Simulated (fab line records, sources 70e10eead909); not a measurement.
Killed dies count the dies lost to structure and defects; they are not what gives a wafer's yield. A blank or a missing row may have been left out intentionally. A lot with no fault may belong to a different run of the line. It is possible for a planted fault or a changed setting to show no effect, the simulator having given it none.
Matching of chambers || flow nand-harc || 4 sister chambers for NHARC_P_CONTACT_ETCH_35 on rie-diel-09
The step etches the open film in CF4, target depth 39 nm, time 65 s. 24 wafers are shown with their chamber, then 12 later ones without.

== EACH WAFER AND ITS CHAMBER ==
{"wafer": "L076.2", "chamber": 1, "showerhead-plenum-p-Torr (Torr)": 1.76, "drypump-motor-current-A (A)": 5.6, "rf-vpp-V (V)": 150.6}
{"wafer": "L076.3", "chamber": 2, "showerhead-plenum-p-Torr (Torr)": 1.88, "drypump-motor-current-A (A)": 5.7, "rf-vpp-V (V)": 152.5}
{"wafer": "L076.4", "chamber": 0, "showerhead-plenum-p-Torr (Torr)": 1.82, "drypump-motor-current-A (A)": 5.4, "rf-vpp-V (V)": 151.0}
{"wafer": "L078.1", "chamber": 1, "showerhead-plenum-p-Torr (Torr)": 1.76, "drypump-motor-current-A (A)": 5.6, "rf-vpp-V (V)": 150.6}
{"wafer": "L078.2", "chamber": 0, "showerhead-plenum-p-Torr (Torr)": 1.82, "drypump-motor-current-A (A)": 5.4, "rf-vpp-V (V)": 152.1}
{"wafer": "L078.3", "chamber": 3, "showerhead-plenum-p-Torr (Torr)": 1.68, "drypump-motor-current-A (A)": 5.5, "rf-vpp-V (V)": 149.5}
{"wafer": "L078.4", "chamber": 2, "showerhead-plenum-p-Torr (Torr)": 1.88, "drypump-motor-current-A (A)": 5.8, "rf-vpp-V (V)": 151.9}
{"wafer": "L078.5", "chamber": 3, "showerhead-plenum-p-Torr (Torr)": 1.69, "drypump-motor-current-A (A)": 5.5, "rf-vpp-V (V)": 150.5}
{"wafer": "L078.6", "chamber": 2, "showerhead-plenum-p-Torr (Torr)": 1.88, "drypump-motor-current-A (A)": 5.8, "rf-vpp-V (V)": 153.3}
{"wafer": "L080.1", "chamber": 3, "showerhead-plenum-p-Torr (Torr)": 1.68, "drypump-motor-current-A (A)": 5.5, "rf-vpp-V (V)": 150.4}
{"wafer": "L080.4", "chamber": 2, "showerhead-plenum-p-Torr (Torr)": 1.88, "drypump-motor-current-A (A)": 5.7, "rf-vpp-V (V)": 153.4}
{"wafer": "L080.5", "chamber": 3, "showerhead-plenum-p-Torr (Torr)": 1.68, "drypump-motor-current-A (A)": 5.5, "rf-vpp-V (V)": 149.6}
{"wafer": "L083.3", "chamber": 3, "showerhead-plenum-p-Torr (Torr)": 1.68, "drypump-motor-current-A (A)": 5.5, "rf-vpp-V (V)": 149.7}
{"wafer": "L083.4", "chamber": 1, "showerhead-plenum-p-Torr (Torr)": 1.76, "drypump-motor-current-A (A)": 5.6, "rf-vpp-V (V)": 151.3}
{"wafer": "L083.6", "chamber": 3, "showerhead-plenum-p-Torr (Torr)": 1.68, "drypump-motor-current-A (A)": 5.5, "rf-vpp-V (V)": 149.8}
{"wafer": "L085.2", "chamber": 1, "showerhead-plenum-p-Torr (Torr)": 1.76, "drypump-motor-current-A (A)": 5.6, "rf-vpp-V (V)": 150.8}
{"wafer": "L085.4", "chamber": 3, "showerhead-plenum-p-Torr (Torr)": 1.68, "drypump-motor-current-A (A)": 5.5, "rf-vpp-V (V)": 150.5}
{"wafer": "L085.6", "chamber": 3, "showerhead-plenum-p-Torr (Torr)": 1.68, "drypump-motor-current-A (A)": 5.5, "rf-vpp-V (V)": 150.2}
{"wafer": "L087.3", "chamber": 0, "showerhead-plenum-p-Torr (Torr)": 1.82, "drypump-motor-current-A (A)": 5.4, "rf-vpp-V (V)": 152.3}
{"wafer": "L087.4", "chamber": 2, "showerhead-plenum-p-Torr (Torr)": 1.87, "drypump-motor-current-A (A)": 5.8, "rf-vpp-V (V)": 154.0}
{"wafer": "L087.5", "chamber": 1, "showerhead-plenum-p-Torr (Torr)": 1.76, "drypump-motor-current-A (A)": 5.6, "rf-vpp-V (V)": 151.0}
{"wafer": "L088.2", "chamber": 0, "showerhead-plenum-p-Torr (Torr)": 1.82, "drypump-motor-current-A (A)": 5.4, "rf-vpp-V (V)": 151.7}
{"wafer": "L088.4", "chamber": 3, "showerhead-plenum-p-Torr (Torr)": 1.68, "drypump-motor-current-A (A)": 5.6, "rf-vpp-V (V)": 150.7}
{"wafer": "L088.6", "chamber": 1, "showerhead-plenum-p-Torr (Torr)": 1.76, "drypump-motor-current-A (A)": 5.6, "rf-vpp-V (V)": 150.1}

SIGNATURES (means of the wafers above)
{"reading": "showerhead-plenum-p-Torr", "chamber 0": 1.8200, "chamber 1": 1.7600, "chamber 2": 1.8780, "chamber 3": 1.6811, "scatter within a chamber": 0.00291}
{"reading": "drypump-motor-current-A", "chamber 0": 5.400, "chamber 1": 5.600, "chamber 2": 5.760, "chamber 3": 5.511, "scatter within a chamber": 0.0323}
{"reading": "rf-vpp-V", "chamber 0": 151.775, "chamber 1": 150.733, "chamber 2": 153.020, "chamber 3": 150.100, "scatter within a chamber": 0.555}
Rule: a wafer lies at a distance from a chamber equal to the root of the sum of squares, over the readings, of (its reading less the chamber's mean, divided by the reading's scatter). If the next closest chamber is less than 2 further off than the closest, the wafer can't be placed; otherwise it belongs to the closest. The scatter: the root of (the sum of the squares of (reading less its chamber's mean) over the shown wafers, divided by (wafers less chambers)).

== WAFERS WITHOUT THEIR CHAMBER ==
{"wafer": "L089.1", "showerhead-plenum-p-Torr (Torr)": 1.76, "drypump-motor-current-A (A)": 5.6, "rf-vpp-V (V)": 152.4}
{"wafer": "L089.2", "showerhead-plenum-p-Torr (Torr)": 1.68, "drypump-motor-current-A (A)": 5.5, "rf-vpp-V (V)": 149.5}
{"wafer": "L089.4", "showerhead-plenum-p-Torr (Torr)": 1.87, "drypump-motor-current-A (A)": 5.8, "rf-vpp-V (V)": 151.8}
{"wafer": "L093.1", "showerhead-plenum-p-Torr (Torr)": 1.68, "drypump-motor-current-A (A)": 5.5, "rf-vpp-V (V)": 150.3}
{"wafer": "L093.2", "showerhead-plenum-p-Torr (Torr)": 1.76, "drypump-motor-current-A (A)": 5.6, "rf-vpp-V (V)": 151.8}
{"wafer": "L093.3", "showerhead-plenum-p-Torr (Torr)": 1.87, "drypump-motor-current-A (A)": 5.7, "rf-vpp-V (V)": 151.9}
{"wafer": "L097.3", "showerhead-plenum-p-Torr (Torr)": 1.82, "drypump-motor-current-A (A)": 5.4, "rf-vpp-V (V)": 152.5}
{"wafer": "L097.4", "showerhead-plenum-p-Torr (Torr)": 1.87, "drypump-motor-current-A (A)": 5.8, "rf-vpp-V (V)": 151.6}
{"wafer": "L097.6", "showerhead-plenum-p-Torr (Torr)": 1.82, "drypump-motor-current-A (A)": 5.4, "rf-vpp-V (V)": 151.6}
{"wafer": "L096.2", "showerhead-plenum-p-Torr (Torr)": 1.76, "drypump-motor-current-A (A)": 5.6, "rf-vpp-V (V)": 150.8}
{"wafer": "L096.5", "showerhead-plenum-p-Torr (Torr)": 1.76, "drypump-motor-current-A (A)": 5.6, "rf-vpp-V (V)": 152.0}
{"wafer": "L096.6", "showerhead-plenum-p-Torr (Torr)": 1.82, "drypump-motor-current-A (A)": 5.4, "rf-vpp-V (V)": 153.6}

== WHICH CHAMBER EACH WENT THROUGH ==
{"wafer": "L089.1", "from the rows above": 1, "in truth": 1}
{"wafer": "L089.2", "from the rows above": 3, "in truth": 3}
{"wafer": "L089.4", "from the rows above": 2, "in truth": 2}
{"wafer": "L093.1", "from the rows above": 3, "in truth": 3}
{"wafer": "L093.2", "from the rows above": 1, "in truth": 1}
{"wafer": "L093.3", "from the rows above": 2, "in truth": 2}
{"wafer": "L097.3", "from the rows above": 0, "in truth": 0}
{"wafer": "L097.4", "from the rows above": 2, "in truth": 2}
{"wafer": "L097.6", "from the rows above": 0, "in truth": 0}
{"wafer": "L096.2", "from the rows above": 1, "in truth": 1}
{"wafer": "L096.5", "from the rows above": 1, "in truth": 1}
{"wafer": "L096.6", "from the rows above": 0, "in truth": 0}
12 of 12 placed correctly. Not placeable from these rows: 0. 0 placed wrongly.
